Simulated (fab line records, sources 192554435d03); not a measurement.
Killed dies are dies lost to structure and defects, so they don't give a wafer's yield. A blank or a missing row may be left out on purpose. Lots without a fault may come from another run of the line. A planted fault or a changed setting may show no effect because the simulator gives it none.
fab line records | flow n5_finfet
record lots=7 wafers=20 last_day=18
route steps=1938 shown SD_EPI_P@298 BEOL_M4@1111 PASSIVATION@1936
lots that met no fault: from a run of the same line without faults
start_h: hours from the record's first day to the start of the lot's first wafer shown | wait_h: hours since the lot's step before | " the same as in the row above | L1.1+2: a row that stands for several wafers | - no value, or no start given | * or withheld: withheld | < > ~ a bound
route shown NAME@n: a module of which the file shows steps, and the number in the route of the first | usual: mean/standard deviation of fault-free wafers | same: alike in all rows | chamber/n: place in a boat | sites: the reading at each site | _std_site: their standard deviation | _edge_site: outer sites' mean less inner sites' | radius_mm: how far each site lies from the wafer's centre | mask NAME#n: copy n | behind: the tool/chamber that last shaped the wafer | hold: why the lot was held/for how many hours/how that ended | device: the transistor (n, p or np) that didn't switch | end of line: the same wafers' tests at the end of the route | a step without rows: its recipe alone | killed: dies lost to structure and defects at the first sort, not the wafer's yield | map: a wafer's dies, x killed, . not, _ none there
set.NAME: the setting as run; set.NAME@STEP: as run at that earlier step | model.NAME: the simulator's own value behind a step, which no gauge read
lots at some steps of the route; a table a step, a row a wafer
services: from which hour (start_h, from the record's first day; less than 0 if before it) a tool's chamber was out of use, for how many hours, and why
## steps
# step N5_SD_EPI_P_EBR_05
# recipe solvent=PGMEA ebr_width_mm=1.5
# step N5_SD_EPI_P_SOFTBAKE_04
# recipe temp_c=110 time_s=60 resist=CAR-ArF-block
# step N5_SD_EPI_P_EXPOSE_06
# recipe mask_id=SD_P_BLK na=1.35 source_shape=conventional sigma_outer=0.8 polarization=unpolarized target_cd_nm=240 dose_mj=39.5
# step N5_SD_EPI_P_PEB_07
# recipe peb_temp_c=110 peb_time_s=60 resist=CAR-ArF-block
# step N5_SD_EPI_P_DEVELOP_08
# recipe develop_time_s=30 developer=TMAH resist=CAR-ArF-block dev_temp_c=23 rinse_liquid=diw dry=air_spin
# step N5_SD_EPI_P_CD_MEAS_09
# recipe target_cd_nm=240 landing_energy_ev=500 detector=se_inlens
# usual cd_nm=240.2/0.71
# columns lot.wafer tool chamber start_h wait_h cd_nm
L659.1 cd_sem-03 0 92.94 - 240.4
L659.4 " 0 " " 240.2
L659.5 " 0 " " 241.3
L662.1 cd_sem-01 0 107.58 - 240.5
L662.4 " 0 " " 240.6
L662.5 " 0 " " 240.5
L668.2 cd_sem-03 0 144.20 - 239.7
L668.6 " 0 " " 239.5
L669.1 cd_sem-03 0 150.30 - 240.8
L669.5 " 0 " " 240.5
L669.6 " 0 " " 239.6
L670.2 cd_sem-03 0 155.53 - 240.5
L670.4 " 0 " " 240.6
L670.5 " 0 " " 241.1
L672.2 cd_sem-03 0 167.56 - 239.8
L672.4 " 0 " " 239.3
L672.5 " 0 " " 239.2
L676.2 cd_sem-01 0 196.03 - 239.2
L676.4 " 0 " " 240.3
L676.5 " 0 " " 240.2
# step N5_SD_EPI_P_OVL_MEAS_10
# recipe points_per_wafer=44
# usual SD_P_BLK_OVL=0.0/0.73
# columns lot.wafer tool chamber start_h wait_h SD_P_BLK_OVL[nm]
L659.1 overlay-01 0 92.97 0.0 1.1
L659.4 " 0 " " -0.5
L659.5 " 0 " " 0.1
L662.1 overlay-01 0 107.61 0.0 0.3
L662.4 " 0 " " -1.5
L662.5 " 0 " " -0.1
L668.2 overlay-01 0 144.23 0.0 0.4
L668.6 " 0 " " 0.8
L669.1 overlay-02 0 150.33 0.0 -0.3
L669.5 " 0 " " 0.6
L669.6 " 0 " " -0.8
L670.2 overlay-02 0 155.56 0.0 0.5
L670.4 " 0 " " 0.4
L670.5 " 0 " " -0.1
L672.2 overlay-02 0 167.59 0.0 -1.0
L672.4 " 0 " " -0.3
L672.5 " 0 " " -0.5
L676.2 overlay-01 0 196.06 0.0 -0.1
L676.4 " 0 " " -0.4
L676.5 " 0 " " 0.4
# step N5_SD_EPI_P_INSPECT_11
# recipe mode=adi inspect_instrument=macro
# usual raw_defect_count=2.1/1.4
# columns lot.wafer tool chamber start_h wait_h raw_defect_count
L659.1 defect_inspect-01 - 92.99 0.0 0
L659.4 " - " " 1
L659.5 " - " " 2
L662.1 defect_inspect-01 - 107.63 0.0 1
L662.4 " - " " 3
L662.5 " - " " 1
L668.2 defect_inspect-01 - 144.25 0.0 0
L668.6 " - " " 4
L669.1 defect_inspect-01 - 150.36 0.0 3
L669.5 " - " " 3
L669.6 " - " " 2
L670.2 defect_inspect-01 - 155.58 0.0 1
L670.4 " - " " 0
L670.5 " - " " 3
L672.2 defect_inspect-01 - 167.62 0.0 4
L672.4 " - " " 7
L672.5 " - " " 2
L676.2 defect_inspect-01 - 196.09 0.0 5
L676.4 " - " " 1
L676.5 " - " " 3
# step N5_SD_EPI_P_DESCUM_14
# recipe chemistry=O2 time_s=7.9 source_power_w=50 bias_power_w=20 pressure_mtorr=20 rf_frequency_hz=2.712e+07 temp_c=40 resist=CAR-ArF-block o2_flow_sccm=225
# usual bias_power_w=20.00/0.062 drypump_motor_current_A=5.5/0.38 oes_product_au=0.78/0.078 rf_vpp_V=243.1/1.1 showerhead_plenum_p_Torr=2.09/0.051 temp_c=40.01/0.11 throttle_valve_pct=20.43/0.23
# columns lot.wafer tool chamber start_h wait_h bias_power_w drypump_motor_current_A oes_product_au rf_hours_counter_h rf_vpp_V showerhead_plenum_p_Torr temp_c throttle_valve_pct
L659.1 rie_diel-05 0 93.02 0.0 19.95 4.9 0.71 194 242.3 2.08 39.97 20.65
L659.4 " 3 " " 19.99 5.4 0.79 101 243.2 2.11 40.01 20.13
L659.5 " 1 " " 19.99 4.9 0.90 - 242.6 2.05 40.01 20.15
L662.1 rie_diel-03 0 107.67 0.0 20.02 6.2 0.69 249 242.5 2.06 39.61 20.48
L662.4 " 2 " " 20.07 5.7 0.72 163 244.5 2.17 40.09 20.11
L662.5 " 3 " " 19.96 5.4 0.77 - 243.0 2.09 39.93 20.58
L668.2 rie_diel-03 0 144.54 0.3 20.00 6.2 0.96 2 244.0 2.06 40.14 20.14
L668.6 " 1 " " 19.99 5.1 0.82 - 243.3 2.12 40.04 20.19
L669.1 rie_diel-03 2 150.39 0.0 20.10 5.7 0.71 178 245.0 2.16 40.01 20.13
L669.5 " 0 " " 19.94 6.2 0.95 - 243.1 2.06 39.90 20.14
L669.6 " 1 " " 20.02 5.1 0.83 - 244.5 2.12 39.91 20.19
L670.2 rie_diel-03 0 155.61 0.0 20.14 6.2 0.94 6 242.4 2.06 39.93 20.16
L670.4 " 0 " " 20.07 6.3 0.94 - 241.8 2.06 39.83 20.15
L670.5 " 1 " " 20.00 5.1 0.83 - 243.6 2.12 40.05 20.22
L672.2 rie_diel-06 3 167.65 0.0 19.99 5.2 0.69 246 242.7 2.06 39.89 20.75
L672.4 " 3 " " 20.00 5.2 0.69 - 241.8 2.06 39.97 20.78
L672.5 " 0 " " 19.89 5.4 0.73 - 242.7 2.08 40.08 20.66
L676.2 rie_diel-05 2 196.14 0.1 20.02 5.8 0.81 105 244.3 2.10 39.97 20.70
L676.4 " 1 " " 20.11 4.9 0.87 63 242.3 2.04 39.87 20.20
L676.5 " 0 " " 19.99 4.9 0.69 - 243.9 2.07 40.13 20.69
# step N5_SD_EPI_P_ETCH_36
# recipe chemistry=CF4 target=SiARC target_depth_a=455 mask_material=CAR-ArF-block time_s=75.8 ion_energy_ev=80 pressure_mtorr=40 source_w=545 bias_w=36 Ar_flow_sccm=100 cf4_flow_sccm=100 ends=cleared
# usual bias_w=36.00/0.1 drypump_motor_current_A=5.5/0.38 etch_rf_on_time_s=75.7/1.3 oes_product_au=0.66/0.068 rf_vpp_V=184.0/1.1 showerhead_plenum_p_Torr=2.14/0.051 throttle_valve_pct=15.63/0.24
# columns lot.wafer tool chamber start_h wait_h bias_w drypump_motor_current_A etch_rf_on_time_s oes_product_au rf_hours_counter_h rf_vpp_V showerhead_plenum_p_Torr throttle_valve_pct
L659.1 rie_diel-05 0 93.06 0.0 35.79 4.9 77.3 0.61 194 183.5 2.13 15.87
L659.4 " 3 " " 35.90 5.4 77.3 0.67 101 183.5 2.16 15.34
L659.5 " 1 " " 35.90 4.9 75.7 0.77 - 183.4 2.09 15.28
L662.1 rie_diel-03 0 107.70 0.0 35.79 6.2 75.7 0.58 249 185.1 2.11 15.72
L662.4 " 2 " " 36.02 5.7 76.8 0.62 163 184.0 2.22 15.42
L662.5 " 3 " " 35.98 5.4 74.5 0.66 - 185.9 2.15 15.82
L668.2 rie_diel-03 0 144.58 0.0 35.93 6.3 74.3 0.83 2 183.4 2.11 15.23
L668.6 " 1 " " 35.88 5.1 75.7 0.71 - 184.8 2.17 15.37
L669.1 rie_diel-03 2 150.43 0.0 36.14 5.8 76.5 0.61 178 185.0 2.22 15.44
L669.5 " 0 " " 36.02 6.2 73.6 0.82 - 184.2 2.11 15.26
L669.6 " 1 " " 36.18 5.1 75.0 0.72 - 184.9 2.17 15.36
L670.2 rie_diel-03 0 155.65 0.0 35.88 6.2 74.0 0.81 6 183.4 2.11 15.24
L670.4 " 0 " " 36.08 6.2 73.9 0.82 - 184.9 2.11 15.26
L670.5 " 1 " " 36.01 5.1 75.6 0.70 - 183.8 2.16 15.38
L672.2 rie_diel-06 3 167.69 0.0 36.06 5.1 76.6 0.59 246 184.5 2.10 15.96
L672.4 " 3 " " 36.05 5.2 77.2 0.58 - 183.2 2.11 15.94
L672.5 " 0 " " 36.00 5.4 78.0 0.61 - 183.9 2.13 15.84
L676.2 rie_diel-05 2 196.18 0.0 35.95 5.8 74.4 0.70 105 183.3 2.16 15.92
L676.4 " 1 " " 36.15 4.9 76.0 0.73 63 185.0 2.09 15.36
L676.5 " 0 " " 36.04 4.9 76.4 0.59 - 182.2 2.12 15.90
# step N5_SD_EPI_P_ETCH_37
# recipe chemistry=N2/H2 target=SOC overetch_a=1080 mask_material=SiARC temp_c=40 ion_energy_ev=100 source_w=3000 bias_w=133 pressure_mtorr=20 time_s=486 n2_flow_sccm=200 h2_flow_sccm=200 ends=end_point
# usual bias_w=133.0/0.34 drypump_motor_current_A=5.5/0.38 oes_product_au=0.69/0.067 rf_vpp_V=240.6/1.1 showerhead_plenum_p_Torr=2.53/0.062 temp_c=40.00/0.11 throttle_valve_pct=23.79/0.24
# columns lot.wafer tool chamber start_h wait_h bias_w drypump_motor_current_A oes_product_au rf_hours_counter_h rf_vpp_V showerhead_plenum_p_Torr temp_c throttle_valve_pct
L659.1 rie_diel-05 0 93.12 0.0 133.0 4.9 0.64 194 241.1 2.52 39.93 23.96
L659.4 " 3 " " 131.9 5.4 0.71 101 240.9 2.55 39.82 23.45
L659.5 " 1 " " 133.1 4.9 0.81 - 239.8 2.48 40.16 23.41
L662.1 rie_diel-03 0 107.76 0.0 132.9 6.2 0.62 249 239.1 2.50 40.09 23.78
L662.4 " 2 " " 133.3 5.8 0.65 164 242.2 2.63 39.76 23.40
L662.5 " 3 " " 133.4 5.5 0.69 - 240.9 2.55 40.01 24.09
L668.2 rie_diel-03 0 144.64 0.0 133.1 6.2 0.86 2 239.7 2.50 39.91 23.52
L668.6 " 1 " " 133.2 5.1 0.74 - 240.2 2.57 39.97 23.63
L669.1 rie_diel-03 2 150.48 0.0 132.3 5.7 0.64 179 243.1 2.62 39.91 23.42
L669.5 " 0 " " 133.1 6.2 0.84 - 241.3 2.50 39.98 23.53
L669.6 " 1 " " 132.8 5.1 0.74 - 242.7 2.57 40.14 23.62
L670.2 rie_diel-03 0 155.70 0.0 133.2 6.3 0.83 6 241.1 2.49 39.99 23.54
L670.4 " 0 " " 133.1 6.3 0.84 - 240.3 2.49 39.91 23.54
L670.5 " 1 " " 133.0 5.1 0.74 - 240.3 2.57 39.93 23.63
L672.2 rie_diel-06 3 167.74 0.0 133.0 5.1 0.62 246 239.6 2.49 40.02 24.00
L672.4 " 3 " " 132.8 5.2 0.62 - 240.9 2.49 39.86 23.99
L672.5 " 0 " " 133.3 5.4 0.65 - 241.5 2.52 39.79 24.04
L676.2 rie_diel-05 2 196.23 0.0 132.5 5.8 0.72 106 241.0 2.56 40.09 24.15
L676.4 " 1 " " 133.3 4.9 0.77 63 240.1 2.47 39.93 23.48
L676.5 " 0 " " 133.0 4.9 0.62 - 242.2 2.51 39.99 23.99
# step N5_SD_EPI_P_STRIP_38
# recipe chemistry=N2/H2 temp_c=40 n2_flow_sccm=200 h2_flow_sccm=200 rf_frequency_hz=6e+07
# step N5_SD_EPI_P_ETCHBACK_46
# recipe chemistry=CH3F/O2 mode=anisotropic_etchback target=SiNx target_depth_a=175 stop_on=SiO2 over_etch_frac=0.3 ion_energy_ev=120 pressure_mtorr=30 source_w=395 bias_w=73 Ar_flow_sccm=150 CH3F_flow_sccm=30 O2_flow_sccm=20
# usual bias_w=73.00/0.23 drypump_motor_current_A=5.5/0.38 oes_product_au=0.66/0.064 over_etch_frac=0.3/0 rf_vpp_V=296.7/2.7 showerhead_plenum_p_Torr=2.00/0.049 throttle_valve_pct=16.38/0.23
# columns lot.wafer tool chamber start_h wait_h bias_w drypump_motor_current_A oes_product_au over_etch_frac rf_hours_counter_h rf_vpp_V showerhead_plenum_p_Torr throttle_valve_pct
L659.1 rie_diel-05 0 93.44 0.0 73.09 4.9 0.62 0.3 195 294.3 1.99 16.62
L659.4 " 3 " " 72.59 5.4 0.68 0.3 101 302.1 2.02 16.10
L659.5 " 1 " " 72.95 4.9 0.77 0.3 - 300.1 1.96 16.04
L662.1 rie_diel-03 0 108.08 0.0 72.88 6.3 0.59 0.3 250 294.7 1.97 16.45
L662.4 " 2 " " 72.64 5.8 0.62 0.3 164 300.3 2.08 16.13
L662.5 " 3 " " 72.95 5.4 0.66 0.3 - 293.2 2.01 16.58
L668.2 rie_diel-03 0 144.96 0.0 73.23 6.2 0.82 0.29285 3 294.7 1.97 16.00
L668.6 " 1 " " 73.11 5.1 0.71 0.3 - 298.8 2.03 16.14
L669.1 rie_diel-03 2 150.81 0.0 72.94 5.8 0.61 0.3 179 299.8 2.07 16.15
L669.5 " 0 " " 72.49 6.3 0.81 0.29285 - 296.0 1.97 15.99
L669.6 " 1 " " 72.91 5.1 0.71 0.3 - 298.1 2.03 16.14
L670.2 rie_diel-03 0 156.03 0.0 72.96 6.2 0.80 0.29285 6 293.5 1.97 16.00
L670.4 " 0 " " 72.62 6.3 0.80 0.3 - 292.9 1.97 16.00
L670.5 " 1 " " 73.18 5.1 0.71 0.29285 - 298.4 2.03 16.14
L672.2 rie_diel-06 3 168.07 0.0 73.24 5.2 0.59 0.3 246 295.5 1.96 16.70
L672.4 " 3 " " 72.87 5.2 0.60 0.3 - 295.2 1.96 16.69
L672.5 " 0 " " 73.29 5.4 0.63 0.3 - 294.9 1.99 16.61
L676.2 rie_diel-05 2 196.56 0.0 73.19 5.8 0.70 0.3 106 295.4 2.01 16.62
L676.4 " 1 " " 72.84 4.9 0.74 0.3 63 299.8 1.95 16.11
L676.5 " 0 " " 73.03 4.9 0.59 0.3 - 294.1 1.98 16.68
# step N5_SD_EPI_P_ETCH_47
# recipe chemistry=CH3F/O2 target=SiOCN target_depth_a=250 mask_material=SOC ion_energy_ev=60 bias_w=29 pressure_mtorr=30 source_w=410 Ar_flow_sccm=150 CH3F_flow_sccm=30 O2_flow_sccm=20
# usual bias_w=28.99/0.098 drypump_motor_current_A=5.5/0.38 oes_product_au=0.77/0.078 rf_vpp_V=127.1/1.4 showerhead_plenum_p_Torr=2.00/0.049 throttle_valve_pct=16.35/0.23
# columns lot.wafer tool chamber start_h wait_h bias_w drypump_motor_current_A oes_product_au rf_hours_counter_h rf_vpp_V showerhead_plenum_p_Torr throttle_valve_pct
L659.1 rie_diel-05 0 93.54 0.1 29.06 4.9 0.70 195 125.4 1.99 16.59
L659.4 " 3 " " 28.98 5.4 0.79 101 130.3 2.02 16.09
L659.5 " 1 " " 29.04 5.0 0.90 - 128.0 1.96 16.01
L662.1 rie_diel-03 0 108.18 0.1 28.93 6.2 0.69 250 125.8 1.97 16.40
L662.4 " 2 " " 28.95 5.8 0.72 164 129.3 2.08 16.12
L662.5 " 3 " " 29.10 5.4 0.77 - 126.4 2.01 16.55
L668.2 rie_diel-03 0 145.06 0.1 29.13 6.2 0.96 3 125.8 1.97 15.96
L668.6 " 1 " " 28.88 5.1 0.83 - 128.4 2.03 16.10
L669.1 rie_diel-03 2 150.91 0.1 29.07 5.7 0.71 179 127.4 2.08 16.13
L669.5 " 0 " " 28.75 6.2 0.94 - 126.1 1.97 15.97
L669.6 " 1 " " 28.98 5.1 0.83 - 128.0 2.03 16.12
L670.2 rie_diel-03 0 156.13 0.1 28.91 6.2 0.94 6 126.9 1.97 15.98
L670.4 " 0 " " 28.96 6.2 0.94 - 126.4 1.97 15.97
L670.5 " 1 " " 28.72 5.1 0.82 - 128.0 2.03 16.11
L672.2 rie_diel-06 3 168.17 0.1 29.05 5.1 0.69 246 126.0 1.96 16.67
L672.4 " 3 " " 29.05 5.1 0.68 - 126.1 1.96 16.68
L672.5 " 0 " " 29.01 5.4 0.72 - 126.6 1.99 16.57
L676.2 rie_diel-05 2 196.66 0.1 28.85 5.8 0.81 106 127.7 2.01 16.59
L676.4 " 1 " " 29.07 4.9 0.86 63 128.0 1.95 16.08
L676.5 " 0 " " 28.95 4.9 0.68 - 125.6 1.98 16.65
# step N5_BEOL_M4_RC_MEAS_101
# usual DIBL_N=36.2/1.2 DIBL_P=36.3/1.3 IOFF_N=0.155/0.019 IOFF_P=0.210/0.029 ION_N=677/8.6 ION_P=465/6.8 SS_N=71.4/0.48 SS_P=73.2/0.53 VT_N=249.9/2.4 VT_P=-250/3.2
# columns lot.wafer tool chamber start_h wait_h DIBL_N[mV/V] DIBL_P[mV/V] IOFF_N[nA/um] IOFF_P[nA/um] ION_N[uA/um] ION_P[uA/um] SS_N[mV/dec] SS_P[mV/dec] VT_N[mV] VT_P[mV]
L659.1 prober-02 0 216.13 0.0 34.9 35.8 0.154 0.217 693 471 71.2 72.6 249.1 -247
L659.4 " 0 " " 34.4 34.1 0.138 0.199 679 464 71.4 73.3 249.7 -249
L659.5 " 0 " " 36.1 37.7 0.175 0.253 686 480 71.2 73.4 246.2 -248
L662.1 prober-01 0 224.71 0.0 35.5 35.7 0.157 0.227 673 466 71.4 73.1 249.2 -245
L662.4 " 0 " " 36.1 37.2 0.177 0.255 683 477 71.6 73.7 248.7 -246
L662.5 " 0 " " 36.0 36.2 0.164 0.232 676 465 70.9 73.2 249.0 -246
L668.2 prober-01 0 265.49 0.2 36.1 37.2 0.172 0.260 685 477 71.6 72.7 249.3 -244
L668.6 " 0 " " 35.6 35.8 0.153 0.229 679 465 71.8 72.3 249.8 -249
L669.1 prober-01 0 280.71 0.0 35.1 35.7 0.141 0.174 672 456 71.4 73.3 253.6 -255
L669.5 " 0 " " 34.8 34.8 0.125 0.171 658 455 71.3 73.1 253.4 -255
L669.6 " 0 " " 35.8 35.9 0.143 0.172 659 451 72.1 72.5 250.9 -257
L672.2 prober-02 0 285.07 0.2 35.9 36.4 0.171 0.222 679 466 71.4 73.7 246.4 -249
L672.4 " 0 " " 34.9 35.4 0.147 0.206 673 465 71.1 73.6 248.3 -249
L672.5 " 0 " " 34.3 34.5 0.136 0.191 675 464 71.1 72.9 251.9 -250
L670.2 prober-02 0 292.54 0.2 37.0 35.3 0.142 0.168 678 457 71.0 72.6 250.7 -254
L670.4 " 0 " " 38.0 37.1 0.164 0.183 688 459 71.3 72.7 249.7 -256
L670.5 " 0 " " 37.4 36.3 0.152 0.181 667 454 71.6 73.9 251.5 -255
L676.2 prober-02 0 322.93 0.2 35.8 33.9 0.136 0.171 666 457 71.1 72.9 251.7 -254
L676.4 " 0 " " 36.1 33.6 0.143 0.177 672 460 71.0 73.5 252.1 -252
L676.5 " 0 " " 34.6 32.5 0.121 0.152 661 452 70.6 72.2 253.8 -256
# step N5_PASSIVATION_PROBE_49
# usual defect_limited_yield=91.2/1.4 killed_at_M0_to_M3=34/10 killed_at_M4_up=13/5.1 killed_at_contacts=12/6.5 killed_at_front_end=41/11 killed_at_other=4/3.3 killed_dies=104/16 killed_on_rim=14/3.9 killed_open=69/13 killed_short=33/7 sort_bin_5_function=5.1/0.91 sort_bin_6_memory=3.3/0.69 sort_n_pass=1076/16 sort_yield_pct=91.2/1.4
# same gross_dies=1180 killed_at_back_side=0 sort_bin_4_leakage[%]=0 sort_bin_8_speed[%]=0
# columns lot.wafer tool chamber start_h wait_h defect_limited_yield[%] killed_at_M0_to_M3 killed_at_M4_up killed_at_contacts killed_at_front_end killed_at_other killed_dies killed_on_rim killed_open killed_short sort_bin_5_function[%] sort_bin_6_memory[%] sort_n_pass sort_yield_pct[%]
L659.1 prober-01 - 319.85 0.0 89.9 40 19 24 35 1 119 17 83 35 6.1 3.6 1061 89.9
L659.4 prober-01 - 320.00 0.2 91.0 21 20 21 40 4 106 11 65 39 5.5 3.4 1074 91.0
L659.5 prober-01 - 320.05 0.2 89.2 25 13 25 55 10 128 22 81 47 5.5 4.9 1052 89.2
L662.1 prober-01 - 328.27 0.0 94.6 32 7 4 18 3 64 7 37 25 3.7 1.4 1116 94.6
L662.4 prober-01 - 328.42 0.2 91.9 49 4 12 29 2 96 13 62 31 5.3 2.7 1084 91.9
L662.5 prober-01 - 328.47 0.2 91.9 49 12 12 22 1 96 12 63 32 4.9 3.1 1084 91.9
L668.2 prober-02 - 371.37 0.1 91.4 37 12 11 33 9 102 16 62 38 4.6 3.6 1078 91.4
L668.6 prober-02 - 371.57 0.3 93.7 31 10 6 21 6 74 11 52 22 4.2 1.9 1106 93.7
L672.2 prober-01 - 386.78 0.1 91.4 22 13 4 60 2 101 18 70 31 4.8 3.6 1079 91.4
L672.4 prober-01 - 386.88 0.2 91.5 26 7 5 58 4 100 8 71 29 5.5 2.7 1080 91.5
L672.5 prober-01 - 386.93 0.2 90.7 20 15 3 72 0 110 13 76 34 5.4 3.3 1070 90.7
L670.2 prober-02 - 388.26 0.1 90.4 38 13 17 41 4 113 10 78 35 6.4 2.7 1067 90.4
L670.4 prober-02 - 388.36 0.2 89.6 26 12 9 68 8 123 17 93 30 6.3 3.6 1057 89.6
L670.5 prober-02 - 388.41 0.2 89.7 29 12 21 51 9 122 11 79 43 6.4 3.4 1058 89.7
# killed by level:class
L659.1 MOL_CONTACT_COAG:geometric_particle:open=18 BEOL_M4:geometric_particle:open=14 STI_FIN_REVEAL:geometric_particle:open=9 BEOL_M2:geometric_particle:open=9 BEOL_M1:geometric_particle:open=8 FIN_SAQP:geometric_particle:open=6 MOL_CONTACT_COAG:geometric_particle:short=6 BEOL_M0_SAQP:geometric_particle:open=6
L659.4 MOL_CONTACT_COAG:geometric_particle:open=14 BEOL_M4:geometric_particle:open=13 GATE_CUT:geometric_particle:short=10 MOL_CONTACT_COAG:geometric_particle:short=7 BEOL_M0_SAQP:geometric_particle:short=6 FIN_SAQP:geometric_particle:open=5 FIN_SAQP:geometric_particle:short=5 BEOL_M0_SAQP:geometric_particle:open=5
L659.5 MOL_CONTACT_COAG:geometric_particle:open=19 FIN_SAQP:geometric_particle:open=13 FIN_SAQP:geometric_particle:short=8 STI_FIN_REVEAL:geometric_particle:open=8 BEOL_M4:geometric_particle:open=8 BEOL_M2:geometric_particle:open=7 STARTING-WAFER:geometric_particle:short=7 MOL_CONTACT_COAG:geometric_particle:short=6
L662.1 BEOL_M0_SAQP:geometric_particle:open=7 BEOL_M2:geometric_particle:open=6 BEOL_M0_SAQP:geometric_particle:short=5 BEOL_M0:geometric_particle:short=4 MOL_CONTACT_COAG:geometric_particle:open=4 BEOL_M0:geometric_particle:open=4 ILD0:geometric_particle:short=3 BEOL_M2:geometric_particle:short=3
L662.4 MOL_CONTACT_COAG:geometric_particle:open=11 BEOL_M0_SAQP:geometric_particle:open=11 BEOL_M0_SAQP:geometric_particle:short=10 BEOL_M2:geometric_particle:open=10 GATE_CUT:geometric_particle:short=7 BEOL_M1:geometric_particle:open=6 FIN_SAQP:geometric_particle:open=5 STI_FIN_REVEAL:geometric_particle:open=4
L662.5 BEOL_M0_SAQP:geometric_particle:open=14 BEOL_M0_SAQP:geometric_particle:short=13 MOL_CONTACT_COAG:geometric_particle:open=9 BEOL_M2:geometric_particle:open=9 BEOL_M4:geometric_particle:open=7 FIN_SAQP:geometric_particle:open=4 BEOL_M0:geometric_particle:short=4 STI_FIN_REVEAL:geometric_particle:open=3
L668.2 BEOL_M3:geometric_particle:open=9 BEOL_M0_SAQP:geometric_particle:short=9 STI_FIN_REVEAL:geometric_particle:open=7 MOL_CONTACT_COAG:geometric_particle:open=7 BEOL_M1:geometric_particle:open=6 STARTING-WAFER:geometric_particle:open=5 MOL_CONTACT_COAG:geometric_particle:short=4 BEOL_M3:geometric_particle:short=4
L668.6 STI_FIN_REVEAL:geometric_particle:open=10 BEOL_M3:geometric_particle:open=7 BEOL_M2:geometric_particle:open=7 MOL_CONTACT_COAG:geometric_particle:open=6 BEOL_M4:geometric_particle:open=5 BEOL_M0_SAQP:geometric_particle:open=4 BEOL_M0:geometric_particle:open=4 BEOL_M2:geometric_particle:short=4
L672.2 STI_FIN_REVEAL:geometric_particle:open=15 BEOL_M2:geometric_particle:open=10 FIN_SAQP:geometric_particle:short=9 FIN_SAQP:geometric_particle:open=9 DUMMY_GATE:geometric_particle:open=7 MOL_CONTACT_COAG:geometric_particle:open=4 STARTING-WAFER:geometric_particle:short=4 GATE_CUT:geometric_particle:open=3
L672.4 STI_FIN_REVEAL:geometric_particle:open=16 FIN_SAQP:geometric_particle:open=12 FIN_SAQP:geometric_particle:short=6 GATE_CUT:geometric_particle:open=6 GATE_CUT:geometric_particle:short=6 BEOL_M1:geometric_particle:open=6 BEOL_M3:geometric_particle:open=5 DUMMY_GATE:geometric_particle:open=4
L672.5 STI_FIN_REVEAL:geometric_particle:open=22 FIN_SAQP:geometric_particle:open=12 FIN_SAQP:geometric_particle:short=8 DUMMY_GATE:geometric_particle:open=6 GATE_CUT:geometric_particle:short=6 STI_FIN_REVEAL:geometric_particle:short=5 BEOL_M4:geometric_particle:short=5 BEOL_M2:geometric_particle:open=4
L670.2 MOL_CONTACT_COAG:geometric_particle:open=12 BEOL_M0_SAQP:geometric_particle:open=11 BEOL_M0_SAQP:geometric_particle:short=10 STI_FIN_REVEAL:geometric_particle:open=9 FIN_SAQP:geometric_particle:open=8 GATE_CUT:geometric_particle:short=8 BEOL_M4:geometric_particle:open=6 DUMMY_GATE:geometric_particle:open=5
L670.4 STI_FIN_REVEAL:geometric_particle:open=31 FIN_SAQP:geometric_particle:open=11 BEOL_M0_SAQP:geometric_particle:open=10 STI_FIN_REVEAL:geometric_particle:short=8 MOL_CONTACT_COAG:geometric_particle:open=8 BEOL_M4:geometric_particle:open=6 DUMMY_GATE:geometric_particle:open=5 BEOL_M0_SAQP:geometric_particle:short=5
L670.5 MOL_CONTACT_COAG:geometric_particle:open=18 GATE_CUT:geometric_particle:short=11 STI_FIN_REVEAL:geometric_particle:open=8 BEOL_M1:geometric_particle:open=7 BEOL_M2:geometric_particle:open=7 FIN_SAQP:geometric_particle:open=6 BEOL_M4:geometric_particle:open=5 DUMMY_GATE:geometric_particle:open=5
## services
# columns tool chamber start_h hours kind
rie_diel-03 0 109.73 - clean
rie_diel-03 0 109.73 - consumable_replace:focus_ring
rie_diel-03 0 109.73 26.8 scheduled_down
rie_diel-03 0 109.73 26.8 vent_cycle
rie_diel-06 1 144.27 14.9 repair
rie_diel-03 3 152.15 13.5 repair
rie_diel-03 - 157.17 10.0 pm
rie_diel-06 1 161.77 - clean
rie_diel-06 1 161.77 - consumable_replace:focus_ring
rie_diel-06 1 161.77 - consumable_replace:showerhead
rie_diel-06 1 161.77 18.3 scheduled_down
rie_diel-06 1 161.77 18.3 vent_cycle
rie_diel-05 3 175.74 3.6 repair
rie_diel-06 3 180.34 - clean
rie_diel-06 3 180.34 - consumable_replace:focus_ring
rie_diel-06 3 180.34 15.5 scheduled_down
rie_diel-06 3 180.34 15.5 vent_cycle
## key
first_sign step=N5_SD_EPI_P_ETCHBACK_46 reading=over_etch_frac direction=down sigmas=99+ usual=0.3 struck=0.29285
effect none on later readings
met_at N5_SD_EPI_P_ETCHBACK_46
struck_wafers L668.2,L669.5,L670.2,L670.5
onset_between 108.08 144.96
fault kind=process_parameter_drift tool=rie_diel-03 chamber=- onset_h=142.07 steps=N5_SD_EPI_P_ETCHBACK_46 channel=over_etch_frac offset=-0.0071545 shape=step end_h=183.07 scope=struck_wafers_only acts_in=these_recipes_only stated=0.3
